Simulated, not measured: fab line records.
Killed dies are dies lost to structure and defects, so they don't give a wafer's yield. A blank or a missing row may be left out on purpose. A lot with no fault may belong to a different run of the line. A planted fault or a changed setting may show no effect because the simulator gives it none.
Problem report, 8D (eight disciplines) form, completed by code :: flow nand harc :: the parts of the form that need people (team, actions taken, sign-off) are left out

## 1. WHAT IS WRONG
Wafers without a fault read 0.28 %, standard deviation 0.24; sort_bin_3_pct at NHARC_END_SORT_01 reads a mean of 4.44 % on 2 wafers belonging to 2 lots. That is +17 standard deviations from the usual mean.
Seen first at day 22 07:34 on prober-02, wafer L534.3. The record has a number at this step for 21 wafers belonging to 7 lots. Rule for "out" (also "out of limits"): further than 4 standard deviations from the usual mean. All remaining wafers that have a number are taken as sound.

## 2. WHAT IT IS, AND WHAT IT ISN'T
question: which readings at this step
is: sort_bin_3_pct, killed at array, killed dies, sort_bin_2_pct, sort n pass, sort rim yield pct
is not: killed at other, killed at periphery, killed open, killed short, sort_bin_4_pct

question: which lots
is: L533, L534
is not: L525, L527, L528, L535, L537

question: which wafers of those lots
is: L533.1, L534.3
is not: L533.2, L533.3, L534.2, L534.5

question: read on which gauges
is: prober-02
is not: prober-01

question: when
is: from day 22 07:34
is not: up to then (13 sound wafers); but 6 sound wafers of L533, L534, L537 came after

## 3. SUSPECTS, AND WHAT RULES EACH OUT
Counting: if a tool at a process step up to the reading ran every lot that is out, it stays a suspect. Sound lots after the first of them don't rule it out here, since some wafers of a struck lot are sound.
- the gauge at NHARC_END_SORT_01: kept. All the wafers that are out were read on prober-02, and no step on other tools shows them out.
- pecvd-01 at NHARC_A_BONDPAD_DEP_00 (deposits SiCN, target thk 250 nm): kept. Every lot that is out went through it, the first being L534 (day 20 15:06); the last sound lot it ran before that was L535 (day 20 12:40).
- plasma asher-01 at NHARC_THIN_TSV_STRIP_45 (strips in O2): kept. Every lot that is out went through it, the first being L534 (day 21 10:57); the last sound lot it ran before that was L535 (day 21 09:49).
- At NHARC_A_BONDPAD_DEP_00, inside pecvd-01: chamber 2 took the wafers that are out, while their sound lot-mates went through chambers 0, 1.
After the count, these remain: pecvd-01 at NHARC_A_BONDPAD_DEP_00, plasma asher-01 at NHARC_THIN_TSV_STRIP_45 and prober-02 at NHARC_END_SORT_01.

## 4. THE CAUSE (what the simulator had put in)
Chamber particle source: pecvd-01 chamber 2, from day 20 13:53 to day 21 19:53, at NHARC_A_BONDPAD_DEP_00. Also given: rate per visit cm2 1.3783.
After counting, 3 suspects remain, this tool included.

## 5. THE CHAIN OF EFFECTS, in route order
One row per reading whose mean, taken over the struck wafers that have a number, lies over 3 standard deviations from the usual. Only readings whose record carries a usual standard deviation are examined. hours: median over the lots of the time between each lot's start at the first step of this table that gives one and its start at this step. sigmas: the change, counted in usual standard deviations.
hours: 0
step: NHARC_END_SORT_01
reading: defect limited yield
usual: 95.3 %
on struck wafers: 87.0
change: -8.3
sigmas: -4.9

hours: 0
step: NHARC_END_SORT_01
reading: killed at array
usual: 28
on struck wafers: 84
change: +56
sigmas: +5.1

hours: 0
step: NHARC_END_SORT_01
reading: killed dies
usual: 32
on struck wafers: 88
change: +56
sigmas: +5.1

hours: 0
step: NHARC_END_SORT_01
reading: sort_bin_2_pct
usual: 1.5 %
on struck wafers: 4.8
change: +3.2
sigmas: +4.9

hours: 0
step: NHARC_END_SORT_01
reading: sort_bin_3_pct
usual: 0.28 %
on struck wafers: 4.44
change: +4.16
sigmas: +17

hours: 0
step: NHARC_END_SORT_01
reading: sort n pass
usual: 645
on struck wafers: 589
change: -56
sigmas: -5.1

hours: 0
step: NHARC_END_SORT_01
reading: sort rim yield pct
usual: 95.7 %
on struck wafers: 81.2
change: -14.5
sigmas: -5.6

hours: 0
step: NHARC_END_SORT_01
reading: sort yield pct
usual: 95.3 %
on struck wafers: 87.0
change: -8.3
sigmas: -4.9

## 6. HOW IT WOULD HAVE BEEN CAUGHT EARLIER
The first out-of-limits reading at a measuring or inspecting step in this record came at day 22 07:34, 42 hours after the fault's start at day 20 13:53.
An alarm limit of 4 standard deviations would not have fired on the tool readings at NHARC_A_BONDPAD_DEP_00 for which the record gives a usual standard deviation, since none of them was out on any struck wafer.
The start of NHARC_A_BONDPAD_DEP_00 on pecvd-01 came by day 22 07:34 for every one of the lots that are out (2). None of them would have been spared by holding the tool at that moment.
